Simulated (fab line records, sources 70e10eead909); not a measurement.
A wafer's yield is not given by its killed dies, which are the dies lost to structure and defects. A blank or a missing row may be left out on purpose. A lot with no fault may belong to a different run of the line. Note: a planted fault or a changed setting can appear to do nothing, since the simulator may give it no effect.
Chamber matching || flow nand_harc || 4 sister chambers for NHARC_A_CHANNEL_FILL_D2_ALD_25 on ald_hk-04
The step deposits SiOx, target thk 60 nm, pulse time 10 s, ald cycles 600. 8 wafers are shown with their chamber, then 7 later ones without.

== WAFERS PAIRED WITH THEIR CHAMBERS ==
{"wafer": "L075.3", "chamber": 2, "heater_power_w (W)": 436, "precursor_pulse_height_rel": 1.000}
{"wafer": "L081.4", "chamber": 1, "heater_power_w (W)": 454, "precursor_pulse_height_rel": 0.972}
{"wafer": "L081.5", "chamber": 1, "heater_power_w (W)": 450, "precursor_pulse_height_rel": 1.038}
{"wafer": "L086.1", "chamber": 0, "heater_power_w (W)": 486, "precursor_pulse_height_rel": 0.985}
{"wafer": "L086.4", "chamber": 2, "heater_power_w (W)": 434, "precursor_pulse_height_rel": 0.979}
{"wafer": "L086.5", "chamber": 3, "heater_power_w (W)": 453, "precursor_pulse_height_rel": 1.015}
{"wafer": "L087.2", "chamber": 0, "heater_power_w (W)": 509, "precursor_pulse_height_rel": 1.022}
{"wafer": "L087.3", "chamber": 3, "heater_power_w (W)": 461, "precursor_pulse_height_rel": 1.012}

== WAFERS WHOSE CHAMBER IS MISSING ==
{"wafer": "L087.5", "heater_power_w (W)": 424, "precursor_pulse_height_rel": 1.006}
{"wafer": "L091.1", "heater_power_w (W)": 509, "precursor_pulse_height_rel": 1.034}
{"wafer": "L091.3", "heater_power_w (W)": 445, "precursor_pulse_height_rel": 1.014}
{"wafer": "L091.4", "heater_power_w (W)": 434, "precursor_pulse_height_rel": 0.996}
{"wafer": "L096.1", "heater_power_w (W)": 445, "precursor_pulse_height_rel": 1.000}
{"wafer": "L096.3", "heater_power_w (W)": 457, "precursor_pulse_height_rel": 1.020}
{"wafer": "L096.6", "heater_power_w (W)": 441, "precursor_pulse_height_rel": 1.043}

== WHICH CHAMBER EACH ONE RAN IN ==
{"wafer": "L087.5", "from the rows above": "can't be placed: 2 or 1", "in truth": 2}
{"wafer": "L091.1", "from the rows above": 0, "in truth": 0}
{"wafer": "L091.3", "from the rows above": "can't be placed: 1 or 3 or 2", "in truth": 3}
{"wafer": "L091.4", "from the rows above": "can't be placed: 2 or 1", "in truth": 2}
{"wafer": "L096.1", "from the rows above": "can't be placed: 1 or 2 or 3", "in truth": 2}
{"wafer": "L096.3", "from the rows above": "can't be placed: 3 or 1", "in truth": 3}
{"wafer": "L096.6", "from the rows above": "can't be placed: 1 or 2 or 3", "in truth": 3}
1 of 7 placed correctly. Can't be placed from these rows: 6 (the true chamber is among the candidates in 6). Placed wrongly: 0.
How it was worked out, from the rows above alone: a wafer's distance from a chamber is the root of the sum, over the readings, of the square of ((its reading less the chamber's mean) divided by the reading's scatter). If the next closest chamber is less than 2 further off than the closest, the wafer can't be placed; otherwise it belongs to the closest. A chamber's mean is the mean of its shown wafers. How the scatter is found: for the shown wafers, subtract from each reading the mean of its chamber, square and add these, divide the total by (wafers less chambers), then take the root.
